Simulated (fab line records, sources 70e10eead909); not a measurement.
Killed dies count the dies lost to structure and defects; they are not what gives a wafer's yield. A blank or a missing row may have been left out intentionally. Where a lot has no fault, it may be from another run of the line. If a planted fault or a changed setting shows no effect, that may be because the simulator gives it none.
Which of the tools did it? | flow nandHarc | Sampling: 13 lots, 39 wafers, 5 of 1302 route steps

## WHAT EACH GAUGE READ, for each wafer
NHARC_P_M0_INSPECT_11. Usual: rawDefectCount at 4.4, with a standard deviation of 2.8.
lot  | measured     | on               | rawDefectCount | flag
L829 | day 6 07:53  | defectInspect-02 | 3 4 4          | 
L831 | day 6 18:48  | defectInspect-01 | 3 2 2          | 
L832 | day 7 10:47  | defectInspect-02 | 4 3 4          | 
L833 | day 7 21:28  | defectInspect-02 | 1 2 2          | 
L835 | day 8 16:20  | defectInspect-02 | 3 5 5          | 
L837 | day 9 10:29  | defectInspect-02 | 4 4 4          | 
L838 | day 9 14:14  | defectInspect-01 | 3 3 0          | 
L839 | day 10 09:43 | defectInspect-02 | 11 5 4         | 
L840 | day 10 16:09 | defectInspect-02 | 3 11 6         | 
L841 | day 10 23:55 | defectInspect-02 | 3 1 3          | 
L848 | day 14 02:37 | defectInspect-01 | 6 8 6          | 
L851 | day 15 12:07 | defectInspect-01 | 7 6 8          | 
L852 | day 15 15:23 | defectInspect-01 | 1 3 6          | 

NHARC_P_M0_THK_MEAS_24: measures by xrf. Usual: thkNm at 117.2 nm, with a standard deviation of 1.5.
lot  | measured     | on           | thkNm (nm)        | flag
L829 | day 6 10:44  | filmMetro-01 | 115.9 119.4 117.2 | 
L831 | day 6 21:44  | filmMetro-02 | 114.8 117.6 118.8 | 
L832 | day 7 13:12  | filmMetro-01 | 117.8 116.2 116.1 | 
L833 | day 7 23:53  | filmMetro-01 | 117.7 115.4 114.5 | 
L835 | day 8 18:44  | filmMetro-01 | 115.8 117.2 119.5 | 
L837 | day 9 12:54  | filmMetro-01 | 118.5 116.0 118.2 | 
L838 | day 9 16:39  | filmMetro-01 | 115.4 115.9 116.0 | 
L839 | day 10 12:14 | filmMetro-02 | 115.5 116.9 117.4 | 
L840 | day 10 18:40 | filmMetro-01 | 116.0 118.0 116.0 | 
L841 | day 11 02:25 | filmMetro-02 | 116.3 118.0 119.1 | 
L848 | day 14 04:59 | filmMetro-02 | 118.2 116.5 114.4 | 
L851 | day 15 14:36 | filmMetro-02 | 116.9 119.0 116.9 | 
L852 | day 15 17:50 | filmMetro-02 | 116.8 117.9 115.7 | 

NHARC_END_SORT_01. Usual: value, then standard deviation, for each; defectLimitedYield 90 % / 3.1; killedAtArray 62 / 20; killedAtOther 0.8 / 1.1; killedAtPeriphery 3.5 / 2.4; killedDies 66 / 21; killedOpen 3.5 / 1.9; killedShort 2.5 / 1.7.
lot  | measured     | on        | defectLimitedYield (%) | killedAtArray | killedAtOther | killedAtPeriphery | killedDies | killedOpen | killedShort | flag
L829 | day 25 05:00 | prober-02 | 96 96 96               | 24 27 26      | 0 0 0         | 1 2 2             | 25 29 28   | 3 4 0      | 1 4 3       | 
L831 | day 25 12:48 | prober-01 | 93 92 93               | 45 49 42      | 0 1 1         | 3 3 3             | 48 53 46   | 7 4 6      | 3 5 4       | 
L832 | day 25 13:32 | prober-02 | 87 89 91               | 85 72 62      | 1 0 1         | 1 1 1             | 87 73 64   | 5 4 0      | 1 4 0       | 
L833 | day 26 01:20 | prober-01 | 89 90 92               | 72 67 54      | 0 1 0         | 1 1 1             | 73 69 55   | 3 3 3      | 2 3 2       | 
L835 | day 27 19:41 | prober-01 | 86 86 86               | 91 88 90      | 1 1 1         | 3 4 4             | 95 93 95   | 3 3 3      | 1 3 2       | 
L837 | day 27 10:05 | prober-01 | 94 95 94               | 37 32 32      | 1 1 4         | 3 3 2             | 41 36 38   | 4 6 2      | 5 2 2       | 
L838 | day 27 19:41 | prober-02 | 91 90 87               | 58 70 85      | 2 1 1         | 3 0 0             | 63 71 86   | 5 11 1     | 4 1 3       | 
L839 | day 29 16:10 | prober-01 | 91 92 91               | 53 47 53      | 1 2 1         | 8 6 5             | 62 55 59   | 2 3 1      | 5 1 4       | 
L840 | day 30 00:39 | prober-02 | 88 86 88               | 78 83 77      | 1 0 0         | 5 9 3             | 84 92 80   | 3 3 4      | 2 4 3       | 
L841 | day 29 16:53 | prober-02 | 87 89 87               | 83 74 85      | 0 1 0         | 2 0 1             | 85 75 86   | 4 2 5      | 3 1 3       | 
L848 | day 33 11:44 | prober-01 | 89 91 90               | 67 56 60      | 0 0 0         | 6 4 5             | 73 60 65   | 4 2 2      | 3 2 1       | 
L851 | day 34 00:05 | prober-02 | 88 87 87               | 69 79 81      | 2 1 0         | 9 7 7             | 80 87 88   | 5 1 3      | 2 5 4       | 
L852 | day 33 05:29 | prober-02 | 88 87 90               | 74 84 63      | 1 2 0         | 4 4 6             | 79 90 69   | 5 3 3      | 2 3 2       | 

## WHAT TOOL EACH LOT RAN ON (gives the tool, then ch and the chambers of the sampled wafers, and finally the start)
lot  | NHARC_P_CONTACT_STRIP_28          | NHARC_P_M0_ETCH_15
L829 | rieDiel-08 ch 0,2,3, day 6 04:44  | rieDiel-05 ch 0,1,2, day 6 08:19
L831 | rieDiel-08 ch 1,2,3, day 6 15:41  | rieDiel-07 ch 2,3, day 6 19:31
L832 | rieDiel-11 ch 0,3, day 7 07:37    | rieDiel-07 ch 1,3, day 7 11:03
L833 | rieDiel-08 ch 0,1,2, day 7 18:17  | rieDiel-06 ch 0,1, day 7 21:43
L835 | rieDiel-02 ch 1,2, day 8 13:07    | rieDiel-06 ch 1,2, day 8 16:34
L837 | rieDiel-11 ch 1,2,3, day 9 06:53  | rieDiel-06 ch 1,2,3, day 9 10:44
L838 | rieDiel-08 ch 0,1,2, day 9 11:06  | rieDiel-07 ch 0,2, day 9 14:29
L839 | rieDiel-11 ch 0,3, day 10 06:32   | rieDiel-07 ch 2,3, day 10 10:01
L840 | rieDiel-08 ch 2,3, day 10 13:09   | rieDiel-07 ch 0,2,3, day 10 16:23
L841 | rieDiel-08 ch 0,2,3, day 10 20:46 | rieDiel-06 ch 0,1, day 11 00:13
L848 | rieDiel-02 ch 0,2,3, day 13 23:29 | rieDiel-05 ch 2,3, day 14 02:50
L851 | rieDiel-02 ch 0,1, day 15 08:57   | rieDiel-05 ch 0,2,3, day 15 12:23
L852 | rieDiel-11 ch 1,2, day 15 12:12   | rieDiel-05 ch 0,1,3, day 15 15:41
- NHARC_P_CONTACT_STRIP_28: strips in O2.
- NHARC_P_M0_ETCH_15: etches the open film in C4F8/Ar, target depth 150 nm, overetch 15 nm, time 82.5 s.

## WHAT THE TOOLS THEMSELVES READ (means of the sampled wafers that have a number; where no wafer has one, the mark that the record gives instead)
NHARC_P_CONTACT_STRIP_28. Usual: drypumpMotorCurrentA 5.7 A, standard deviation 0.46; oesProductAu 0.999 a.u., standard deviation 0.01; rfVppV 57.9 V, standard deviation 0.88; showerheadPlenumPTorr 3.56 Torr, standard deviation 0.17; throttleValvePct 17.036 %, standard deviation 0.0089.
lot  | tool       | drypumpMotorCurrentA (A) | oesProductAu (a.u.) | rfVppV (V) | showerheadPlenumPTorr (Torr) | throttleValvePct (%) | flag
L829 | rieDiel-08 | 5.8                      | 0.995               | 58.2       | 3.67                         | 17.031               | 
L831 | rieDiel-08 | 5.8                      | 0.996               | 57.8       | 3.63                         | 17.035               | 
L832 | rieDiel-11 | 5.1                      | 1.013               | 58.0       | 3.40                         | 17.047               | 
L833 | rieDiel-08 | 5.6                      | 0.998               | 58.2       | 3.54                         | 17.034               | 
L835 | rieDiel-02 | 5.5                      | 1.007               | 58.7       | 3.68                         | 17.034               | 
L837 | rieDiel-11 | 5.8                      | 1.004               | 58.1       | 3.50                         | 17.045               | 
L838 | rieDiel-08 | 5.6                      | 0.996               | 58.0       | 3.54                         | 17.046               | 
L839 | rieDiel-11 | 5.1                      | 1.004               | 57.0       | 3.37                         | 17.033               | 
L840 | rieDiel-08 | 6.0                      | 0.992               | 57.9       | 3.78                         | 17.042               | 
L841 | rieDiel-08 | 5.8                      | 0.988               | 58.8       | 3.67                         | 17.038               | 
L848 | rieDiel-02 | 5.5                      | 0.996               | 57.0       | 3.52                         | 17.031               | 
L851 | rieDiel-02 | 5.9                      | 0.997               | 58.1       | 3.46                         | 17.027               | 
L852 | rieDiel-11 | 6.0                      | 0.998               | 58.0       | 3.54                         | 17.028               | 

NHARC_P_M0_ETCH_15. Usual: oesProductAu 0.952 a.u., standard deviation 0.023; rfFwdPowerW 595.8 W, standard deviation 2; rfVppV 441.3 V, standard deviation 2.8.
lot  | tool       | oesProductAu (a.u.) | rfFwdPowerW (W) | rfVppV (V) | flag
L829 | rieDiel-05 | 0.938               | 597.1           | 438.9      | 
L831 | rieDiel-07 | 0.924               | 593.7           | 441.2      | 
L832 | rieDiel-07 | 0.968               | 596.3           | 438.6      | 
L833 | rieDiel-06 | 0.943               | 594.6           | 440.4      | 
L835 | rieDiel-06 | 0.972               | 596.7           | 441.9      | 
L837 | rieDiel-06 | 0.973               | 599.2           | 441.1      | 
L838 | rieDiel-07 | 0.971               | 596.5           | 441.6      | 
L839 | rieDiel-07 | 0.937               | 592.3           | 440.0      | 
L840 | rieDiel-07 | 0.974               | 595.1           | 441.0      | 
L841 | rieDiel-06 | 0.918               | 595.1           | 441.6      | 
L848 | rieDiel-05 | 0.919               | 596.5           | 443.1      | 
L851 | rieDiel-05 | 1.236               | 596.2           | 443.1      | OFF
L852 | rieDiel-05 | 1.226               | 596.5           | 441.2      | OFF

## THE ANSWER, worked out from the rows above alone
Rule: a lot is off if the mean of its wafers that have a number lies more than 3 standard deviations from the usual mean. Also off: a lot with no number at a reading for which 4 or more lots have one. Any other lot the step has rows for is counted as sound. First the gauges in route order, then the tools' own readings, where a lot's mean is used as printed above. The first step at which some lot is off is used, and at that step the reading that is off furthest; a lot without a number counts as furthest.
Off: L851, L852 (NHARC_P_M0_ETCH_15, oesProductAu).
A tool fits if, at that step or a process step before it, it ran every lot that is off, and no sound lot after the first of them. One fits: NHARC_P_M0_ETCH_15 on rieDiel-05. Its last sound lot is L848 (day 14 02:50), its first lot that is off L851 (day 15 12:23): a fault that began between those two fits.
The tool's own readings at NHARC_P_M0_ETCH_15 bear it out: on the lots that are off they differ by more than 5 times the standard deviation of the sound lots' means. oesProductAu reads 1.231 a.u. there against 0.949 a.u. on the sound lots.

## WHAT THE SIMULATOR HAD PUT IN
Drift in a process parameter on rieDiel-05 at NHARC_P_M0_ETCH_15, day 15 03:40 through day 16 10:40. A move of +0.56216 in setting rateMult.
Shown lots that were struck: L851, L852. Same finding as the rule above.
